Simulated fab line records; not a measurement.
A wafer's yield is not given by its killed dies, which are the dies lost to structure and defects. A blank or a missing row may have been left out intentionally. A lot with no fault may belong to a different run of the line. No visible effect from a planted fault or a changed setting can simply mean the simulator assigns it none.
Which tool is to blame? :: flow nand-harc :: 36 wafers from 12 lots sampled at 6 of the route's 1302 steps

WHAT EACH GAUGE READ, for each wafer
NHARC_P_M1_OVL_MEAS_10: pitch 260 nm.
lot: L952
measured: day 6 19:43
on: overlay-02
overlay-x-nm (nm): -0.9 -0.5 -0.6
overlay-y-nm (nm): 1.6 0.7 0.6

lot: L954
measured: day 7 13:08
on: overlay-02
overlay-x-nm (nm): -0.5 -0.9 -0.5
overlay-y-nm (nm): 0.2 0.8 1.3

lot: L957
measured: day 8 17:58
on: overlay-02
overlay-x-nm (nm): 0.4 -0.3 0.4
overlay-y-nm (nm): -0.2 -0.5 -0.3

lot: L958
measured: day 8 23:55
on: overlay-01
overlay-x-nm (nm): -0.7 -0.7 -1.3
overlay-y-nm (nm): 0.3 0.0 -0.1

lot: L962
measured: day 10 19:07
on: overlay-01
overlay-x-nm (nm): 0.1 -0.5 0.5
overlay-y-nm (nm): 0.0 -0.2 0.6

lot: L964
measured: day 11 16:08
on: overlay-02
overlay-x-nm (nm): 0.0 0.8 1.0
overlay-y-nm (nm): 1.2 0.9 0.6

lot: L969
measured: day 13 10:49
on: overlay-02
overlay-x-nm (nm): -0.3 -0.3 -0.3
overlay-y-nm (nm): 0.1 -0.5 -0.2

lot: L970
measured: day 14 02:16
on: overlay-01
overlay-x-nm (nm): 1.0 0.2 -0.1
overlay-y-nm (nm): -0.2 -0.5 -0.3

lot: L971
measured: day 14 16:24
on: overlay-02
overlay-x-nm (nm): 0.6 0.6 0.9
overlay-y-nm (nm): 0.2 0.4 0.1

lot: L972
measured: day 14 19:36
on: overlay-01
overlay-x-nm (nm): -0.3 -0.1 -0.2
overlay-y-nm (nm): 0.4 1.3 1.1

lot: L973
measured: day 15 15:38
on: overlay-01
overlay-x-nm (nm): -0.6 -0.7 -0.3
overlay-y-nm (nm): 0.3 0.9 0.8

lot: L974
measured: day 15 23:10
on: overlay-02
overlay-x-nm (nm): 0.9 1.5 0.4
overlay-y-nm (nm): 0.2 0.1 -0.2

NHARC_P_M2_CD_MEAS_09 targets a cd of 170 nm.
lot: L952
measured: day 6 23:39
on: cd-sem-03
cd-nm (nm): 169.3 169.6 169.0

lot: L954
measured: day 7 17:43
on: cd-sem-03
cd-nm (nm): 169.3 169.7 169.5

lot: L957
measured: day 8 22:20
on: cd-sem-03
cd-nm (nm): 170.0 169.9 170.0

lot: L958
measured: day 9 04:02
on: cd-sem-03
cd-nm (nm): 169.8 170.0 170.0

lot: L962
measured: day 10 23:04
on: cd-sem-03
cd-nm (nm): 170.0 169.9 169.7

lot: L964
measured: day 11 20:11
on: cd-sem-03
cd-nm (nm): 169.7 169.9 170.6

lot: L969
measured: day 13 14:54
on: cd-sem-01
cd-nm (nm): 170.0 169.9 169.5

lot: L970
measured: day 14 06:22
on: cd-sem-01
cd-nm (nm): 171.3 170.5 170.6

lot: L971
measured: day 14 20:26
on: cd-sem-02
cd-nm (nm): 169.9 170.1 169.9

lot: L972
measured: day 14 23:41
on: cd-sem-01
cd-nm (nm): 170.2 170.4 169.8

lot: L973
measured: day 15 19:49
on: cd-sem-02
cd-nm (nm): 170.2 169.7 169.6

lot: L974
measured: day 16 03:16
on: cd-sem-03
cd-nm (nm): 169.4 169.7 170.1

NHARC_P_M2_INSPECT_11.
lot: L952
measured: day 6 23:46
on: defect-inspect-02
raw-defect-count: 6 5 4

lot: L954
measured: day 7 17:52
on: defect-inspect-02
raw-defect-count: 2 5 4

lot: L957
measured: day 8 22:28
on: defect-inspect-01
raw-defect-count: 5 6 2

lot: L958
measured: day 9 04:10
on: defect-inspect-02
raw-defect-count: 6 6 8

lot: L962
measured: day 10 23:11
on: defect-inspect-02
raw-defect-count: 1 1 977

lot: L964
measured: day 11 20:18
on: defect-inspect-02
raw-defect-count: 12 4 2

lot: L969
measured: day 13 15:02
on: defect-inspect-01
raw-defect-count: 1 6 3

lot: L970
measured: day 14 06:29
on: defect-inspect-02
raw-defect-count: 5 7 5

lot: L971
measured: day 14 20:34
on: defect-inspect-02
raw-defect-count: 3 2 1

lot: L972
measured: day 14 23:49
on: defect-inspect-01
raw-defect-count: 6 2 7

lot: L973
measured: day 15 19:57
on: defect-inspect-01
raw-defect-count: 8 7 6

lot: L974
measured: day 16 03:23
on: defect-inspect-02
raw-defect-count: 5 9 7

NHARC_END_SORT_01.
lot: L952
measured: day 24 17:45
on: prober-01
defect-limited-yield (%): 95.3 94.8 97.0
killed-at-array: 28 26 16
killed-at-other: 2 4 2
killed-at-periphery: 2 5 2
killed-dies: 32 35 20
killed-open: 5 5 3
killed-short: 2 6 0
sort_bin_2_pct (%): 2.1 1.9 0.7
sort_bin_3_pct (%): 0.1 0.1 0.1
sort_bin_4_pct (%): 2.5 3.1 2.1
sort-n-pass: 645 642 657
sort-rim-yield-pct (%): 92 92 94
sort-yield-pct (%): 95.3 94.8 97.0

lot: L954
measured: day 25 06:26
on: prober-01
defect-limited-yield (%): 94.5 93.9 92.8
killed-at-array: 33 35 42
killed-at-other: 1 2 2
killed-at-periphery: 3 4 5
killed-dies: 37 41 49
killed-open: 1 4 6
killed-short: 4 0 2
sort_bin_2_pct (%): 1.5 2.8 2.1
sort_bin_3_pct (%): 0.7 0 0
sort_bin_4_pct (%): 3.2 3.2 5.2
sort-n-pass: 640 636 628
sort-rim-yield-pct (%): 89 84 84
sort-yield-pct (%): 94.5 93.9 92.8

lot: L957
measured: day 27 07:42
on: prober-02
defect-limited-yield (%): 92.0 93.5 93.6
killed-at-array: 45 36 39
killed-at-other: 3 1 2
killed-at-periphery: 6 7 2
killed-dies: 54 44 43
killed-open: 5 2 2
killed-short: 3 1 1
sort_bin_2_pct (%): 1.9 1.9 1.3
sort_bin_3_pct (%): 0.6 0 0.7
sort_bin_4_pct (%): 5.5 4.6 4.3
sort-n-pass: 623 633 634
sort-rim-yield-pct (%): 87 90 91
sort-yield-pct (%): 92.0 93.5 93.6

lot: L958
measured: day 27 20:59
on: prober-02
defect-limited-yield (%): 86.0 85.7 85.7
killed-at-array: 88 94 89
killed-at-other: 0 0 0
killed-at-periphery: 7 3 8
killed-dies: 95 97 97
killed-open: 2 1 4
killed-short: 2 3 5
sort_bin_2_pct (%): 5.3 5.2 6.5
sort_bin_3_pct (%): 1.3 1.3 1.2
sort_bin_4_pct (%): 7.4 7.8 6.6
sort-n-pass: 582 580 580
sort-rim-yield-pct (%): 90 83 92
sort-yield-pct (%): 86.0 85.7 85.7

lot: L962
measured: day 28 19:29
on: prober-02
defect-limited-yield (%): 89.2 89.7 80.8
killed-at-array: 71 70 70
killed-at-other: 0 0 0
killed-at-periphery: 2 0 60
killed-dies: 73 70 130
killed-open: 4 1 4
killed-short: 1 2 2
sort_bin_2_pct (%): 3.7 3.1 7.4
sort_bin_3_pct (%): 1.0 1.0 4.0
sort_bin_4_pct (%): 6.1 6.2 7.8
sort-n-pass: 604 607 547
sort-rim-yield-pct (%): 90 92 76
sort-yield-pct (%): 89.2 89.7 80.8

lot: L964
measured: day 30 00:05
on: prober-01
defect-limited-yield (%): 85.1 86.9 86.7
killed-at-array: 94 88 86
killed-at-other: 0 0 0
killed-at-periphery: 7 1 4
killed-dies: 101 89 90
killed-open: 4 2 4
killed-short: 4 1 3
sort_bin_2_pct (%): 5.6 5.0 4.3
sort_bin_3_pct (%): 0.3 0.4 0.7
sort_bin_4_pct (%): 9.0 7.7 8.3
sort-n-pass: 576 588 587
sort-rim-yield-pct (%): 83 86 87
sort-yield-pct (%): 85.1 86.9 86.7

lot: L969
measured: day 32 03:55
on: prober-01
defect-limited-yield (%): 89.8 88.6 89.2
killed-at-array: 66 68 69
killed-at-other: 3 3 2
killed-at-periphery: 0 6 2
killed-dies: 69 77 73
killed-open: 0 3 1
killed-short: 1 3 4
sort_bin_2_pct (%): 4.1 4.4 4.7
sort_bin_3_pct (%): 0.9 0.9 1.0
sort_bin_4_pct (%): 5.2 6.1 5.0
sort-n-pass: 608 600 604
sort-rim-yield-pct (%): 89 90 85
sort-yield-pct (%): 89.8 88.6 89.2

lot: L970
measured: day 32 18:14
on: prober-01
defect-limited-yield (%): 90.4 91.1 89.7
killed-at-array: 60 56 69
killed-at-other: 1 0 0
killed-at-periphery: 4 4 1
killed-dies: 65 60 70
killed-open: 3 3 2
killed-short: 3 1 0
sort_bin_2_pct (%): 3.5 4.0 2.7
sort_bin_3_pct (%): 1.0 1.0 0.9
sort_bin_4_pct (%): 5.0 3.8 6.8
sort-n-pass: 612 617 607
sort-rim-yield-pct (%): 92 94 89
sort-yield-pct (%): 90.4 91.1 89.7

TOOL THAT RAN EACH LOT (tool first, then ch and the chambers of the sampled wafers, then the start)
lot: L952
NHARC_P_M1_PRE_CLEAN_32: pecvd-03 ch 0,1, day 6 22:27
NHARC_P_M2_ANNEAL_31: rtp-anneal-01 ch 0, day 7 01:41

lot: L954
NHARC_P_M1_PRE_CLEAN_32: pecvd-01 ch 0,1, day 7 16:23
NHARC_P_M2_ANNEAL_31: rtp-anneal-01 ch 0, day 7 19:44

lot: L957
NHARC_P_M1_PRE_CLEAN_32: pecvd-01 ch 0,2, day 8 20:44
NHARC_P_M2_ANNEAL_31: rtp-anneal-01 ch 0, day 9 00:18

lot: L958
NHARC_P_M1_PRE_CLEAN_32: pecvd-01 ch 1,2, day 9 02:44
NHARC_P_M2_ANNEAL_31: rtp-anneal-01 ch 0, day 9 06:10

lot: L962
NHARC_P_M1_PRE_CLEAN_32: pecvd-01 ch 0,1,2, day 10 21:53
NHARC_P_M2_ANNEAL_31: rtp-anneal-01 ch 0, day 11 01:02

lot: L964
NHARC_P_M1_PRE_CLEAN_32: pecvd-03 ch 0,1,2, day 11 18:52
NHARC_P_M2_ANNEAL_31: rtp-anneal-02 ch 0, day 11 22:07

lot: L969
NHARC_P_M1_PRE_CLEAN_32: pecvd-04 ch 0,2, day 13 13:36
NHARC_P_M2_ANNEAL_31: rtp-anneal-01 ch 0, day 13 16:54

lot: L970
NHARC_P_M1_PRE_CLEAN_32: pecvd-03 ch 0,2, day 14 05:01
NHARC_P_M2_ANNEAL_31: rtp-anneal-02 ch 0, day 14 08:21

lot: L971
NHARC_P_M1_PRE_CLEAN_32: pecvd-01 ch 0,2, day 14 19:08
NHARC_P_M2_ANNEAL_31: rtp-anneal-01 ch 0, day 14 22:25

lot: L972
NHARC_P_M1_PRE_CLEAN_32: pecvd-01 ch 0,1,2, day 14 22:23
NHARC_P_M2_ANNEAL_31: rtp-anneal-02 ch 0, day 15 01:52

lot: L973
NHARC_P_M1_PRE_CLEAN_32: pecvd-03 ch 0,1,2, day 15 18:29
NHARC_P_M2_ANNEAL_31: rtp-anneal-02 ch 0, day 15 21:53

lot: L974
NHARC_P_M1_PRE_CLEAN_32: pecvd-01 ch 0,1,2, day 16 01:58
NHARC_P_M2_ANNEAL_31: rtp-anneal-02 ch 0, day 16 05:15
- NHARC_P_M1_PRE_CLEAN_32: time 12 s.
- NHARC_P_M2_ANNEAL_31: time 90 s.

WHAT THE TOOLS THEMSELVES READ (means of the sampled wafers that have a number; where no wafer has one, the mark that the record gives instead)
NHARC_P_M1_PRE_CLEAN_32.
lot: L952
tool: pecvd-03
heater-power-w (W): 588

lot: L954
tool: pecvd-01
heater-power-w (W): 611

lot: L957
tool: pecvd-01
heater-power-w (W): 648

lot: L958
tool: pecvd-01
heater-power-w (W): 683

lot: L962
tool: pecvd-01
heater-power-w (W): 677

lot: L964
tool: pecvd-03
heater-power-w (W): 645

lot: L969
tool: pecvd-04
heater-power-w (W): 668

lot: L970
tool: pecvd-03
heater-power-w (W): 605

lot: L971
tool: pecvd-01
heater-power-w (W): 667

lot: L972
tool: pecvd-01
heater-power-w (W): 679

lot: L973
tool: pecvd-03
heater-power-w (W): 639

lot: L974
tool: pecvd-01
heater-power-w (W): 713

NHARC_P_M2_ANNEAL_31.
lot: L952
tool: rtp-anneal-01
wafer_temp_C_max: 226.28

lot: L954
tool: rtp-anneal-01
wafer_temp_C_max: 226.27

lot: L957
tool: rtp-anneal-01
wafer_temp_C_max: 225.93

lot: L958
tool: rtp-anneal-01
wafer_temp_C_max: 226.35

lot: L962
tool: rtp-anneal-01
wafer_temp_C_max: 225.92

lot: L964
tool: rtp-anneal-02
wafer_temp_C_max: 226.22

lot: L969
tool: rtp-anneal-01
wafer_temp_C_max: 226.30

lot: L970
tool: rtp-anneal-02
wafer_temp_C_max: 226.64

lot: L971
tool: rtp-anneal-01
wafer_temp_C_max: 226.33

lot: L972
tool: rtp-anneal-02
wafer_temp_C_max: 226.44

lot: L973
tool: rtp-anneal-02
wafer_temp_C_max: 226.11

lot: L974
tool: rtp-anneal-02
wafer_temp_C_max: 225.86

THE ANSWER, worked out from the rows above alone
Rule: the usual values come from the lots themselves. Put in order of their means at a reading, lots are off if they are a third of the lots or fewer, leave a main group of 4 or more, and stand apart from it by a gap of 3 or more times the standard deviation of the main group's means; of several such gaps the widest counts. The tables above print the reading to a certain number of digits; a main group whose means all agree to those digits is not used. Also off: a lot with no number at a reading for which 4 or more lots have one. Any other lot the step has rows for is counted as sound. First the gauges in route order, then the tools' own readings, where a lot's mean is used as printed above. The first step at which some lot is off is used, and at that step the reading that is off furthest; a lot without a number counts as furthest.
Off: L962, at NHARC_P_M2_INSPECT_11 (raw-defect-count). Main group: mean 5.1, sd 1.5.
If a tool, at a process step before that reading, ran all the lots that are off and no sound lot after the first of them, it fits. The gauges at NHARC_P_M2_INSPECT_11 aren't tried: what is off there is off at NHARC_END_SORT_01 too, on other tools, and a gauge's error can't cause that. None of those tried fits.

WHAT THE SIMULATOR PUT IN
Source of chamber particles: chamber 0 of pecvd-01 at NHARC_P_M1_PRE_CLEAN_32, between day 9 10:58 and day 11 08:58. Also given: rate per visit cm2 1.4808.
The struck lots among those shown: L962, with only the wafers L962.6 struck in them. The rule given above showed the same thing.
